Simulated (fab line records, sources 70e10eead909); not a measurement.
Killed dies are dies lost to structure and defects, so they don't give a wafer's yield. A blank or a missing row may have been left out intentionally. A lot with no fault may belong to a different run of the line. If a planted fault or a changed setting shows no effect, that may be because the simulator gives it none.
Matching of chambers	flow nandHarc	NHARC_A_M0_PRE_CLEAN_31 on pecvd-04 has 3 sister chambers
The step time 12 s. 6 wafers are shown with their chamber, then 11 later ones without.

## WAFERS PAIRED WITH THEIR CHAMBERS
wafer	chamber	heaterPowerW (W)
L082.1	0	607
L082.4	0	598
L080.4	2	540
L084.2	2	625
L084.4	1	614
L087.2	1	714

## WAFERS WITH NO CHAMBER GIVEN
wafer	heaterPowerW (W)
L087.4	583
L087.5	598
L092.1	740
L092.5	752
L092.6	564
L095.3	627
L095.5	647
L095.6	651
L097.2	664
L097.3	598
L097.4	678

## WHICH CHAMBER EACH ONE RAN IN
wafer	from the rows above	in truth
L087.4	can't be placed: 2 or 0 or 1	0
L087.5	can't be placed: 0 or 2 or 1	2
L092.1	can't be placed: 1 or 0 or 2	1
L092.5	can't be placed: 1 or 0 or 2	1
L092.6	can't be placed: 2 or 0 or 1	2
L095.3	can't be placed: 0 or 1 or 2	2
L095.5	can't be placed: 1 or 0 or 2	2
L095.6	can't be placed: 1 or 0 or 2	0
L097.2	can't be placed: 1 or 0 or 2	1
L097.3	can't be placed: 0 or 2 or 1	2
L097.4	can't be placed: 1 or 0 or 2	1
0 of 11 placed correctly. Not placeable from these rows: 11 (in 11, the candidates include the true chamber). Number placed wrongly: 0.
How it was worked out, from the rows above alone: a wafer's distance from a chamber is the root of the sum, over the readings, of the square of ((its reading less the chamber's mean) divided by the reading's scatter). If the next closest chamber is less than 2 further off than the closest, the wafer can't be placed; otherwise it belongs to the closest. For every chamber, the mean is computed from those of its wafers that are shown. How the scatter is found: for the shown wafers, subtract from each reading the mean of its chamber, square and add these, divide the total by (wafers less chambers), then take the root.
